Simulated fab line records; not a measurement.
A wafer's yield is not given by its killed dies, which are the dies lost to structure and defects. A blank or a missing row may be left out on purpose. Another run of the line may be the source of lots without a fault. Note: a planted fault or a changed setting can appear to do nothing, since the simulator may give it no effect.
The tool behind it: which one? | flow nand-harc | 6 lots with 18 wafers sampled at 4 steps, on a route of 1159 steps

WHAT THE GAUGES READ, wafer by wafer
NHARC_A_M0_CD_MEAS_09: the cd target is 80 nm.
lot  | measured     | on        | cd-nm (nm)
L817 | day 17 20:25 | cd-sem-02 | 80.9 80.7 80.1
L828 | day 20 22:21 | cd-sem-02 | 79.2 80.8 80.1
L830 | day 21 14:47 | cd-sem-01 | 80.3 78.8 79.5
L832 | day 22 03:26 | cd-sem-01 | 80.0 80.4 79.7
L837 | day 22 20:46 | cd-sem-02 | 81.4 80.3 79.8
L838 | day 23 13:29 | cd-sem-03 | 80.6 79.8 80.3

WHAT TOOL EACH LOT RAN ON (gives the tool, then ch and the chambers of the sampled wafers, and finally the start)
lot  | NHARC_A_CONTACT_STRIP_26                      | NHARC_A_BLC_DEGAS_30         | NHARC_A_M0_DEP_00
L817 | rie-diel-04 ch 0,2,3, day 17 13:02 or earlier | pvd-sputter-01, day 17 13:02 | pecvd-04 ch 1,2, day 17 19:38
L828 | rie-diel-13 ch 0,2,3, day 20 12:56 or earlier | pvd-sputter-02, day 20 12:56 | pecvd-04 ch 0,1,2, day 20 21:31
L830 | rie-diel-06 ch 0,1,2, day 21 00:35 or earlier | pvd-sputter-03, day 21 00:35 | pecvd-04 ch 0,1,2, day 21 13:59
L832 | rie-diel-04 ch 0,1,2, day 21 19:09 or earlier | pvd-sputter-02, day 21 19:09 | pecvd-01 ch 0,2, day 22 02:28
L837 | rie-diel-06 ch 0,2,3, day 22 18:23 or earlier | pvd-sputter-03, day 22 18:23 | pecvd-04 ch 0,1,2, day 22 19:59
L838 | rie-diel-04 ch 0,2, day 23 11:19 or earlier   | pvd-sputter-02, day 23 11:19 | pecvd-04 ch 1,2, day 23 12:45
- NHARC_A_CONTACT_STRIP_26: strips in O2.
- NHARC_A_BLC_DEGAS_30: time 60 s.
- NHARC_A_M0_DEP_00: deposits SiOC, target thk 150 nm.

THE ANSWER, worked out from the rows above alone
Rule: what is usual is taken from the lots themselves. The widest of any qualifying gaps counts: lots, ordered by their means at a reading, are off when they make up no more than a third of the lots, leave a main group of 4 or more, and stand apart from it by 3 or more times the standard deviation of that group's means. A main group whose means are all the same, to the digits that the tables above print for the reading, isn't used. A lot without any number at a reading at which 4 lots or more have one is off too. All remaining lots with rows at the step are treated as sound.
Nothing can be told from this: no lot is off at any reading shown.

WHAT THE SIMULATOR HAD PUT IN
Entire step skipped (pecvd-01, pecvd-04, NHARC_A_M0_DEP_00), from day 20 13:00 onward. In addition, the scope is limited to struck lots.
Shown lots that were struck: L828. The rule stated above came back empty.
